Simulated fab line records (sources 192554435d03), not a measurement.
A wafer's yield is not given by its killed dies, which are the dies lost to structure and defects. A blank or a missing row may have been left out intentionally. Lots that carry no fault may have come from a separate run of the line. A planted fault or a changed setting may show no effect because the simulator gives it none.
8D (eight disciplines) problem report, filled in by code	flow n5-finfet	the parts of the form that need people (team, actions taken, sign-off) are left out

## 1. WHAT IS WRONG
Mean of power-w at N5_HKMG_FIN_STRIP_90: 371.4 W across 6 wafers in 2 lots; on wafers with no fault it is 500.0 W (standard deviation 1.5). Relative to the usual mean, that is a shift of -86 standard deviations.
The step: strips SOC in N2/H2, time 20 s.
The first sign was on wafer L353.3 at day 8 04:28, on rie-diel-06. The record has a number at this step for 32 wafers belonging to 11 lots. Rule for "out" (also "out of limits"): further than 4 standard deviations from the usual mean. The other wafers with a number count as sound.

## 2. WHAT IT IS; WHAT IT IS NOT
question	is	is not
which readings at this step	power-w	drypump-motor-current-A, showerhead-plenum-p-Torr, temp-c
which lots	L353, L354	L338, L339, L341, L345, L357, L358, L359, L360, L361
which wafers of those lots	all that have a number	-
read on which tools	rie-diel-06	rie-diel-03
when	from day 8 04:28	up to then (12 sound wafers); but 14 sound wafers of L357, L358, L359, L360, L361 came after

## 3. WHAT RULES OUT EACH SUSPECT
Counting: a tool at a process step up to the reading stays a suspect if it ran every lot that is out and no sound lot after the first of them.
- ald-metal-04 at N5_HKMG_FIN_ALD_91 (deposits TiN, target thk 1 nm, pulse time 1 s, purge time 3 s): ruled out as a lasting fault. After its first lot that is out, L353 (day 8 02:50), sound lots L360 ran on it.
- plasma-asher-01 at N5_HKMG_FIN_STRIP_88 (strips in N2/H2, time 360 s): ruled out as a lasting fault. After its first lot that is out, L353 (day 8 03:41), sound lots L358 ran on it.
- rie-diel-06 at N5_HKMG_FIN_STRIP_90 (strips SOC in N2/H2, time 20 s): kept. It processed each lot that is out, first L353 at day 8 04:28, and no sound lot thereafter; up to then, the last sound lot it processed was L345 at day 6 03:20. On those wafers its own readings are out: power-w.
Left after counting: rie-diel-06 at N5_HKMG_FIN_STRIP_90.

## 4. THE CAUSE (what the simulator had put in)
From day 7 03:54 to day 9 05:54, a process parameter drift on rie-diel-06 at N5_HKMG_FIN_STRIP_90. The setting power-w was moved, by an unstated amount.
This tool alone remained once counting was done.

## 5. SEQUENCE OF EFFECTS, ordered by route
One row per reading whose mean, taken over the struck wafers that have a number, lies over 3 standard deviations from the usual. Only readings for which the record gives a usual standard deviation are gone through. hours: the time from each lot's start at the first step in this table that gives one to its start at this step, as a median over the lots. sigmas: the change in usual standard deviations.
hours	step	reading	usual	on struck wafers	change	sigmas
0	N5_HKMG_FIN_STRIP_90	power-w	500.0 W	371.4	-128.6	-86
Here are the process steps it includes:
- N5_HKMG_FIN_STRIP_90: strips SOC in N2/H2, time 20 s.

## 6. WHAT WOULD HAVE CAUGHT IT SOONER
First out-of-limits reading in this record: day 8 04:28, which is 25 hours after fault onset at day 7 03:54.
